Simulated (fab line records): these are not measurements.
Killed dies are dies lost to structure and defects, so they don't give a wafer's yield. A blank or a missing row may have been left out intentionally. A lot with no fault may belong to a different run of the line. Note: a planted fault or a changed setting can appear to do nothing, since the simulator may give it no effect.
Lot-split experiment -- flow n5-finfet -- route with 1938 steps; 7 lots, 21 wafers read

== THE SPLIT ITSELF ==
At N5_BEOL_M5_TRENCH_ETCH_37 (etches SiCOH lowk in C4F6/O2, target depth 71.652 nm, time 24.7 s), the setting bias-w was moved away from the recipe's 185 W on 9 of the 21 wafers read, by -14.7% to +13.0%. All remaining wafers had this setting at the recipe value.

The reading is taken at the split's own step.

== THE READING ==
rf-vpp-V, in V, at N5_BEOL_M5_TRENCH_ETCH_37 (etches SiCOH lowk in C4F6/O2, target depth 71.652 nm, time 24.7 s). A value of 654 V with a standard deviation of 14 V is what fault-free wafers of this fab line usually give.

wafer,"tool, chamber at the split","bias-w as run, W",against the recipe,"rf-vpp-V, V",against lot-mates on the recipe
L075.1,"rie-diel-02, 2",185,recipe,645,-
L075.3,"rie-diel-02, 1",157.8,-14.7%,562,-83
L075.6,"rie-diel-02, 1",157.8,-14.7%,563,-82
L077.3,"rie-diel-03, 1",185,recipe,648,-
L077.4,"rie-diel-03, 3",185,recipe,637,-
L077.6,"rie-diel-03, 1",185,recipe,647,-
L082.4,"rie-diel-02, 0",158.9,-14.1%,589,-49
L082.5,"rie-diel-02, 1",185,recipe,638,-
L082.6,"rie-diel-02, 0",158.9,-14.1%,590,-48
L089.2,"rie-diel-03, 2",185,recipe,665,-
L089.4,"rie-diel-03, 1",185,recipe,646,-
L089.6,"rie-diel-03, 2",185,recipe,664,-
L092.2,"rie-diel-03, 1",173.5,-6.2%,615,-32
L092.3,"rie-diel-03, 2",173.5,-6.2%,630,-17
L092.4,"rie-diel-03, 3",185,recipe,647,-
L096.2,"rie-diel-02, 0",194,+4.9%,692,+49
L096.5,"rie-diel-02, 0",194,+4.9%,693,+50
L096.6,"rie-diel-02, 2",185,recipe,643,-
L097.2,"rie-diel-06, 2",185,recipe,649,-
L097.3,"rie-diel-06, 0",185,recipe,686,-
L097.6,"rie-diel-06, 3",209,+13.0%,721,+54

THE FIT
A straight line over all 21 wafers: rf-vpp-V changes by +5.46 V for each +1% of bias-w; r = +0.95; the points scatter about the line by 13 V.
The same after taking each lot's own level away (the mean of its wafers on the recipe; 21 wafers): +4.84 V for each +1%; r = +0.94; scatter 13 V.
According to that fit, moving bias-w by its largest amount changes the reading by 71 V.
The lots' own levels span 638.0 to 667.5 V, that is 2.1 times the standard deviation above.
Hence the slope depends on the lot-to-lot level, as the two fits are not the same.
Check: -63.9 V against its lot-mates is what the line predicts for one of the wafers moved furthest among these (-14.7%) when that wafer is left out of the fit. Against them it came out at -83 V.
Tool readings at the split's step, against how far the setting was moved: rf-vpp-V r = +0.95.

== OTHER SPLITS APPLIED TO THESE WAFERS ==
These wafers also went through other splits before the reading. Each is held against what the fit with the lots' levels taken away leaves over:
other split on the same wafers,wafers away from the commonest value,r with rf-vpp-V (lot level and that fit taken away)
N5_BEOL_M4_COAT_73 spin-rpm,6,-0.08

== THE FILE'S OWN FIT ==
rf-vpp-V changes by +4.64 V for each +1% of bias-w, r = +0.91.
